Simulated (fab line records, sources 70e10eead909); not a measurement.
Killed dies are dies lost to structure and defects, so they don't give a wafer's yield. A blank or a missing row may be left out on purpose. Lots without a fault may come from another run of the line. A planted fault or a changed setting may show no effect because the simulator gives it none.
Which tool did it? | flow nand_harc | 11 lots, 33 wafers sampled, at 4 steps of a route of 1159

WHAT THE GAUGES READ, wafer by wafer
The record holds no reading of a measuring or inspecting step that can be judged against a usual standard deviation.

WHICH TOOL RAN EACH LOT (tool, then ch and the chambers of the sampled wafers, then the start)
lot  | NHARC_A_M1_STRIP_18                | NHARC_A_BONDPAD_CMP_29        | NHARC_A_BONDPAD_SOFTBAKE_04       | NHARC_A_BONDPAD_ETCH_12
L834 | rie_diel-12 ch 0,1,3, day 18 20:16 | cmp-02 ch 0,1, day 18 23:37   | litho_track-03 ch 0, day 18 23:00 | rie_diel-05 ch 0,1,3, no start
L831 | rie_diel-12 ch 1,2, day 18 23:10   | cmp-02 ch 1,2,3, day 19 02:42 | litho_track-05 ch 0, day 19 03:00 | rie_diel-06 ch 2,3, no start
L839 | rie_diel-11 ch 2,3, day 19 13:24   | cmp-02 ch 1,2, day 19 16:46   | litho_track-02 ch 0, day 19 17:00 | rie_diel-06 ch 1,2, no start
L836 | rie_diel-12 ch 1,3, day 19 15:23   | cmp-03 ch 0,2,3, day 19 18:46 | litho_track-03 ch 0, day 19 19:00 | rie_diel-05 ch 0,1,3, no start
L838 | rie_diel-11 ch 0,2, day 19 21:39   | cmp-02 ch 1,2, day 20 01:13   | litho_track-05 ch 0, day 20 01:00 | rie_diel-06 ch 0,1,3, no start
L840 | rie_diel-10 ch 0,3, day 21 21:28   | cmp-03 ch 1,3, day 22 00:54   | litho_track-03 ch 0, day 22 01:00 | rie_diel-05 ch 0,1,3, no start
L845 | rie_diel-10 ch 0,1, day 22 10:44   | cmp-03 ch 1,2, day 22 14:02   | litho_track-03 ch 0, day 22 14:00 | rie_diel-06 ch 0,2,3, no start
L847 | rie_diel-12 ch 1,3, day 22 11:23   | cmp-04 ch 0,1,3, day 22 15:16 | litho_track-03 ch 0, day 22 15:00 | rie_diel-06 ch 2,3, no start
L844 | rie_diel-12 ch 1,2, day 22 11:47   | cmp-04 ch 0,1,3, day 22 15:41 | litho_track-03 ch 0, day 22 16:00 | rie_diel-02 ch 0,1,2, no start
L851 | rie_diel-12 ch 0,1,2, day 23 03:13 | cmp-03 ch 1,2,3, day 23 06:49 | litho_track-05 ch 0, day 23 07:00 | rie_diel-06 ch 1,2,3, no start
L852 | rie_diel-12 ch 0,1, day 23 17:11   | cmp-02 ch 0,1,2, day 23 20:32 | litho_track-05 ch 0, day 23 20:00 | rie_diel-05 ch 2,3, no start
- NHARC_A_M1_STRIP_18: strips in N2/H2.
- NHARC_A_BONDPAD_CMP_29: polishes SiCN, target thk 200 nm.
- NHARC_A_BONDPAD_SOFTBAKE_04: time 70 s.
- NHARC_A_BONDPAD_ETCH_12: etches the open film in CHF3/O2, target depth 220 nm, time 110 s.

WHAT THE TOOLS THEMSELVES READ (means of the sampled wafers that have a number; where no wafer has one, the mark that the record gives instead)
NHARC_A_M1_STRIP_18. Usual: drypump_motor_current_A 5.8 A, standard deviation 0.38; n2_flow_sccm 150.0 sccm, standard deviation 0.47; oes_product_au 1.004 a.u., standard deviation 0.013; rf_vpp_V 90.9 V, standard deviation 0.87; showerhead_plenum_p_Torr 2.07 Torr, standard deviation 0.097; throttle_valve_pct 14.170 %, standard deviation 0.0086.
lot  | tool        | drypump_motor_current_A (A) | n2_flow_sccm (sccm) | oes_product_au (a.u.) | rf_vpp_V (V) | showerhead_plenum_p_Torr (Torr) | throttle_valve_pct (%) | flag
L834 | rie_diel-12 | 5.8                         | 150.5               | 1.005                 | 91.1         | 2.08                            | 14.176                 |
L831 | rie_diel-12 | 6.2                         | 150.1               | 1.014                 | 90.1         | 1.99                            | 14.179                 |
L839 | rie_diel-11 | 5.6                         | 149.9               | 1.021                 | 91.0         | 2.04                            | 14.162                 |
L836 | rie_diel-12 | 5.8                         | 150.2               | 1.007                 | 91.3         | 2.05                            | 14.170                 |
L838 | rie_diel-11 | 6.0                         | 150.1               | 1.005                 | 90.3         | 2.00                            | 14.179                 |
L840 | rie_diel-10 | 6.0                         | 149.7               | 1.004                 | 91.3         | 2.16                            | 14.174                 |
L845 | rie_diel-10 | 5.4                         | 150.1               | 0.999                 | 90.7         | 2.02                            | 14.173                 |
L847 | rie_diel-12 | 5.8                         | 150.2               | 1.012                 | 91.0         | 2.05                            | 14.164                 |
L844 | rie_diel-12 | 6.2                         | 150.0               | 1.003                 | 91.2         | 1.95                            | 14.174                 |
L851 | rie_diel-12 | 6.0                         | 149.9               | 1.010                 | 90.6         | 2.05                            | 14.174                 |
L852 | rie_diel-12 | 6.0                         | 149.7               | 0.988                 | 89.6         | 2.01                            | 14.168                 |

NHARC_A_BONDPAD_CMP_29. Usual: motor_current_A 12.2 A, standard deviation 1; slurry_filter_dp_kPa 13.51 kPa, standard deviation 0.13.
lot  | tool   | motor_current_A (A) | slurry_filter_dp_kPa (kPa) | flag
L834 | cmp-02 | 11.8                | 13.52                      |
L831 | cmp-02 | 12.5                | 13.46                      |
L839 | cmp-02 | 12.0                | 13.45                      |
L836 | cmp-03 | 11.7                | 13.51                      |
L838 | cmp-02 | 11.8                | 13.41                      |
L840 | cmp-03 | 11.8                | 13.53                      |
L845 | cmp-03 | 11.6                | 13.36                      |
L847 | cmp-04 | 11.9                | 13.49                      |
L844 | cmp-04 | 12.2                | 13.41                      |
L851 | cmp-03 | 11.5                | 13.55                      |
L852 | cmp-02 | 12.2                | 13.63                      |

NHARC_A_BONDPAD_SOFTBAKE_04. Usual: heater_power_total_W 200.6 W, standard deviation 1.3.
lot  | tool           | heater_power_total_W (W) | flag
L834 | litho_track-03 | 200.6                    |
L831 | litho_track-05 | 200.2                    |
L839 | litho_track-02 | 200.3                    |
L836 | litho_track-03 | 200.3                    |
L838 | litho_track-05 | 200.5                    |
L840 | litho_track-03 | 200.5                    |
L845 | litho_track-03 | 200.6                    |
L847 | litho_track-03 | 225.0                    | OFF
L844 | litho_track-03 | 224.3                    | OFF
L851 | litho_track-05 | 199.5                    |
L852 | litho_track-05 | 201.4                    |

NHARC_A_BONDPAD_ETCH_12. Usual: drypump_motor_current_A 6.0 A, standard deviation 0.54; oes_product_au 0.950 a.u., standard deviation 0.029; rf_vpp_V 371.1 V, standard deviation 2.8; showerhead_plenum_p_Torr 2.43 Torr, standard deviation 0.11; throttle_valve_pct 20.573 %, standard deviation 0.0097.
lot  | tool        | drypump_motor_current_A (A) | oes_product_au (a.u.) | rf_vpp_V (V) | showerhead_plenum_p_Torr (Torr) | throttle_valve_pct (%) | flag
L834 | rie_diel-05 | 5.8                         | 0.931                 | 370.7        | 2.41                            | 20.572                 |
L831 | rie_diel-06 | 5.8                         | 0.988                 | 374.5        | 2.55                            | 20.573                 |
L839 | rie_diel-06 | 5.8                         | 0.993                 | 370.0        | 2.37                            | 20.572                 |
L836 | rie_diel-05 | 5.8                         | 0.931                 | 370.7        | 2.40                            | 20.567                 |
L838 | rie_diel-06 | 5.8                         | 0.976                 | 370.3        | 2.39                            | 20.572                 |
L840 | rie_diel-05 | 5.8                         | 0.932                 | 371.1        | 2.40                            | 20.571                 |
L845 | rie_diel-06 | 6.2                         | 0.964                 | 371.0        | 2.49                            | 20.567                 |
L847 | rie_diel-06 | 5.8                         | 0.934                 | 374.0        | 2.54                            | 20.578                 |
L844 | rie_diel-02 | 5.6                         | 0.946                 | 369.6        | 2.37                            | 20.581                 |
L851 | rie_diel-06 | 5.9                         | 0.982                 | 371.0        | 2.45                            | 20.577                 |
L852 | rie_diel-05 | 6.0                         | 0.951                 | 370.3        | 2.36                            | 20.575                 |

THE ANSWER, worked out from the rows above alone
Rule: a lot is off if the mean of its wafers that have a number lies more than 3 standard deviations from the usual mean. A lot without any number at a reading at which 4 lots or more have one is off too. The other lots that the step has rows for count as sound. The gauges are gone through in route order, then the tools' own readings, and for those a lot's mean is taken as printed above. The first step at which some lot is off is used, and at that step the reading that is off furthest; a lot without a number counts as furthest.
Off: L847, L844, at NHARC_A_BONDPAD_SOFTBAKE_04 (heater_power_total_W).
A tool fits if, at that step or a process step before it, it ran every lot that is off, and no sound lot after the first of them. Can't be told from this: 2 tools fit, cmp-04 at NHARC_A_BONDPAD_CMP_29, litho_track-03 at NHARC_A_BONDPAD_SOFTBAKE_04.

WHAT THE SIMULATOR HAD PUT IN
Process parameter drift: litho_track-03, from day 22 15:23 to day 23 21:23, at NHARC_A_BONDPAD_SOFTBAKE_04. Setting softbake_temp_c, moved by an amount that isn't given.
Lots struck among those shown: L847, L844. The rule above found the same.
